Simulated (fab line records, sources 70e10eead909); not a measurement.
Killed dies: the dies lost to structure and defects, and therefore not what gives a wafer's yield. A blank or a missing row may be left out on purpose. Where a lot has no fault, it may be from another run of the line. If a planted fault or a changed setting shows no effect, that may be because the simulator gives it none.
A single fault, viewed from 2 desks    flow nandHarc    every desk sees just its own numbers, and what lay behind them comes last

== FOR THE TOOL OWNER'S DESK: rieDiel-11 ==
The tool's own readings at NHARC_A_SGD_CUT_ETCH_16 (etches the open film in C4F8/O2/Ar, target depth 310.5 nm, time 155.2 s): means of the sampled wafers that have a number, for each lot that ran on this tool. If a lot's mean is further than 4 standard deviations from the usual mean, the lot is out of limits and carries the mark OUT (the distance appears in the brackets).
Columns: A = oesProductAu at NHARC_A_SGD_CUT_ETCH_16, usual 0.971 a.u.; B = rfVppV at NHARC_A_SGD_CUT_ETCH_16, usual 723.7 V
lot   first seen here  A                 B
L380  day 18 09:17     0.956             725.2
L381  day 19 15:09     0.981             723.0
L384  day 20 19:13     0.979             723.3
L388  day 22 02:25     0.980             721.4
L399  day 26 23:47     1.050 (+5.3) OUT  724.8
Finding of this desk: L399 out of limits; the first was L399 at day 26 23:47, on oesProductAu at NHARC_A_SGD_CUT_ETCH_16. L380, L381, L384, L388: within limits.

== METROLOGY DESK ==
What the gauges read for every lot (on any tool): the sampled wafers with a number, averaged. If a lot's mean is further than 4 standard deviations from the usual mean, the lot is out of limits and carries the mark OUT (the distance appears in the brackets).
Columns: A = cdNm at NHARC_A_SGD_CUT_CD_MEAS_09, usual 99.8 nm; B = overlayXNm at NHARC_A_SGD_CUT_OVL_MEAS_10, usual -0.2 nm; C = overlayYNm at NHARC_A_SGD_CUT_OVL_MEAS_10, usual 0.5 nm
lot   first seen here  A      B     C
L380  day 18 08:32     99.4   1.6   -0.5
L381  day 19 14:23     100.3  -0.2  0.5
L383  day 19 20:40     99.3   -0.9  1.8
L384  day 20 18:21     100.1  -0.6  1.8
L386  day 21 13:26     100.4  -0.3  -0.4
L387  day 22 01:22     101.1  -0.3  -0.9
L388  day 22 01:40     101.3  0.6   0.1
L389  day 22 16:12     99.4   0.3   0.7
L391  day 23 10:35     100.0  -0.9  0.6
L390  day 23 13:09     99.3   -0.2  0.4
L399  day 26 23:00     100.8  0.7   0.4
L400  day 27 11:07     99.3   -0.1  0.5
L402  day 28 06:14     101.0  -0.3  0.5
Finding of this desk: none of the 13 lots has anything out of limits.

== ALL TOGETHER ==
The tool owner's desk had the chance to raise an alarm at day 26 23:47 on L399.
Metrology desk: nothing out of limits seen.
The metrology desk has L399 on record, within its limits.
All the named lots went through NHARC_A_SGD_CUT_ETCH_16 on rieDiel-11.

== WHAT HAD BEEN PUT IN BY THE SIMULATOR ==
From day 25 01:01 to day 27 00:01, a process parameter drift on rieDiel-11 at NHARC_A_SGD_CUT_ETCH_16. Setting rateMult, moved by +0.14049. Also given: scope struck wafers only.
Lots struck among those shown: L399.
Time in hours from fault onset to the first out-of-limits reading at each desk: the tool owner's desk, 47.
